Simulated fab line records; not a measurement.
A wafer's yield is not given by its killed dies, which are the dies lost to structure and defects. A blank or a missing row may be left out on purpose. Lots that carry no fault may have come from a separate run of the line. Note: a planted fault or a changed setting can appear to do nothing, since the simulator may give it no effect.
Lot-split experiment	flow n5-finfet	route with 1938 steps; 7 lots, 39 wafers read

SPLIT DETAILS
At N5_DUMMY_GATE_ETCH_37 (etches SOC in N2/H2, target depth 60 nm, overetch 30 nm), the setting source-w was moved away from the recipe's 840 W on 9 of the 39 wafers read, by -17.6% to +8.0%. The other wafers ran this setting at the recipe's value.

The reading is taken at the split's own step.

THE READING
rf-vpp-V, in V, at N5_DUMMY_GATE_ETCH_37 (etches SOC in N2/H2, target depth 60 nm, overetch 30 nm). A value of 523.7 V with a standard deviation of 2.7 V is what fault-free wafers of this fab line usually give.

wafer	tool, chamber at the split	source-w as run, W	against the recipe	rf-vpp-V, V	against lot-mates on the recipe
L079.1	rie-diel-02, 0	840	recipe	522.5	-
L079.2	rie-diel-02, 1	840	recipe	524.8	-
L079.3	rie-diel-02, 3	840	recipe	526.9	-
L079.4	rie-diel-02, 2	840	recipe	520.7	-
L079.5	rie-diel-02, 1	840	recipe	524.3	-
L079.6	rie-diel-02, 2	840	recipe	521.6	-
L082.1	rie-diel-03, 0	840	recipe	526.2	-
L082.2	rie-diel-03, 2	840	recipe	526.9	-
L082.3	rie-diel-03, 1	840	recipe	520.3	-
L082.4	rie-diel-03, 3	840	recipe	522.3	-
L082.5	rie-diel-03, 0	840	recipe	526.1	-
L082.6	rie-diel-03, 3	840	recipe	524.3	-
L084.1	rie-diel-01, 3	888.9	+5.8%	517.8	-4.7
L084.2	rie-diel-01, 1	888.9	+5.8%	510.5	-12.0
L084.3	rie-diel-01, 2	840	recipe	522.8	-
L084.4	rie-diel-01, 0	840	recipe	524.3	-
L084.5	rie-diel-01, 2	888.9	+5.8%	513.5	-9.0
L084.6	rie-diel-01, 1	840	recipe	520.5	-
L088.4	rie-diel-01, 2	840	recipe	522.1	-
L088.5	rie-diel-01, 3	840	recipe	527.6	-
L088.6	rie-diel-01, 2	840	recipe	521.9	-
L093.1	rie-diel-02, 0	840	recipe	523.0	-
L093.2	rie-diel-02, 3	692.5	-17.6%	563.3	+39.3
L093.3	rie-diel-02, 2	840	recipe	519.5	-
L093.4	rie-diel-02, 1	692.5	-17.6%	558.4	+34.4
L093.5	rie-diel-02, 3	840	recipe	529.6	-
L093.6	rie-diel-02, 2	692.5	-17.6%	554.6	+30.6
L094.1	rie-diel-01, 0	840	recipe	523.5	-
L094.2	rie-diel-01, 2	907.4	+8.0%	511.4	-12.3
L094.3	rie-diel-01, 3	840	recipe	526.9	-
L094.4	rie-diel-01, 1	840	recipe	520.8	-
L094.5	rie-diel-01, 2	907.4	+8.0%	510.0	-13.7
L094.6	rie-diel-01, 1	907.4	+8.0%	507.3	-16.4
L095.1	rie-diel-02, 3	840	recipe	528.9	-
L095.2	rie-diel-02, 1	840	recipe	522.8	-
L095.3	rie-diel-02, 0	840	recipe	522.7	-
L095.4	rie-diel-02, 2	840	recipe	519.1	-
L095.5	rie-diel-02, 3	840	recipe	528.5	-
L095.6	rie-diel-02, 2	840	recipe	518.6	-

THE FIT
A straight line over all 39 wafers: rf-vpp-V changes by -1.93 V for each +1% of source-w; r = -0.96; the points scatter about the line by 3.1 V.
The same after taking each lot's own level away (the mean of its wafers on the recipe; 39 wafers): -1.9 V for each +1%; r = -0.96; scatter 3.1 V.
The reading moves by 33 V for the largest change in source-w, on that fit.
From 522.53 to 524.35 V: that is the span of the lots' own levels, equal to 0.7 times the standard deviation above.
So the lot-to-lot level changes the slope little: the two slopes agree.
Check: with one of the wafers moved furthest among these (-17.6%) left out of the fit, the line predicts +31.7 V for it against its lot-mates. Against them it came out at +39.3 V.
Tool readings at the split's step, against how far the setting was moved: rf-vpp-V r = -0.96.

OTHER SPLITS ON THESE WAFERS
Other splits were also applied to these wafers ahead of the reading. Each is held against what the fit with the lots' levels taken away leaves over:
other split on the same wafers	wafers away from the commonest value	r with rf-vpp-V (lot level and that fit taken away)
N5_DUMMY_GATE_EXPOSE_12 dose-mj	18	-0.08

FILE'S OWN FIT
rf-vpp-V changes by -1.9 V for each +1% of source-w, r = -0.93.
